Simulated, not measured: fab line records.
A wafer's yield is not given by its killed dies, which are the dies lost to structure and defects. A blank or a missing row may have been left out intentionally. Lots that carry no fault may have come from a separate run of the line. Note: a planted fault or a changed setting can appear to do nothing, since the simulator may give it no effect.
A lot that was struck, set against a sound lot -- flow nand_harc -- 14 out of 1302 route steps
Sound: wafers L306.2, L306.4, L306.6. Struck: wafer L313.4. At the end, the cause is stated.
Each step with rows lists, per side, the tool, then ch with its chambers, then its first start. Under that, the readings that differ: sound wafers -- struck wafers -- difference of the means -- sigmas: that difference in standard deviations of wafers without a fault.
alike: readings whose means differ by less than 2 such deviations, and words and numbers that are the same on both sides. not compared: withheld readings, readings that some wafer has no value for, bounds like >300 that may hide the same value, and numbers for which the record gives no deviation and whose values overlap.
Wherever a step has rows on one side only, a row that says differs or no value, or a row with sigmas, the two part there. Numbers that don't overlap but have no deviation are shown without sigmas and don't part them. A reading that every wafer of one side lacks parts them only if that side has two wafers or more.

first, 1 step without rows for these wafers: NHARC_P_ZERO_WELL_SRD_69.
NHARC_P_ZERO_WELL_RTA_42: time 300 s.
  sound on rtp_anneal-02 ch 0, day 2 02:52; struck on rtp_anneal-02 ch 0, day 5 01:12
reading,sound,struck,difference,sigmas
wafer_temp_C_max,1103.1 1102.7 1102.4,1105.2,+2.5,+2
  alike: anneal_temp_c_max, lamp_power_pct, lamp_zone_3_pct, lamp_zone_6_pct
NHARC_P_ZERO_WELL_INSPECT_43:
  sound on defect_inspect-01 at day 2 03:26; struck on defect_inspect-01 at day 5 01:33
  alike: raw_defect_count
then, 9 steps without rows for these wafers: NHARC_P_STI_ETCH_26 (etches SiO2 in dHF, target depth 11 nm); NHARC_P_STI_PRECLEAN_27 (cleans in SC1); NHARC_P_STI_SRD_28; NHARC_P_STI_OXIDE_29 (material SiO2, target thk 10 nm, ox time 1362 s); NHARC_P_STI_HM_DEP_30 (deposits Si3N4, target thk 80 nm, time 873 s); NHARC_P_STI_DEHYDRATE_01 (time 120 s); NHARC_P_STI_HMDS_02 (time 30 s); NHARC_P_STI_COAT_41 (time 65 s); NHARC_P_STI_COAT_03 (resist thk 600 nm).
NHARC_P_STI_SOFTBAKE_04: time 70 s.
  sound on litho_track-07 ch 0, day 2 20:00; struck on litho_track-07 ch 0, day 5 21:00
reading,sound,struck,difference,sigmas
heater_power_total_W (W),201.3 200.0 199.6,207.3,+7.0,+5
  alike: exhaust_pa
  not compared: plate_temp_C
following that, these wafers have no rows for 1 step: NHARC_P_STI_EBR_05.

## WHERE THEY PART
Last at NHARC_P_STI_SOFTBAKE_04 as far as this record goes, first at NHARC_P_ZERO_WELL_RTA_42.

WHY: the cause the simulator had injected
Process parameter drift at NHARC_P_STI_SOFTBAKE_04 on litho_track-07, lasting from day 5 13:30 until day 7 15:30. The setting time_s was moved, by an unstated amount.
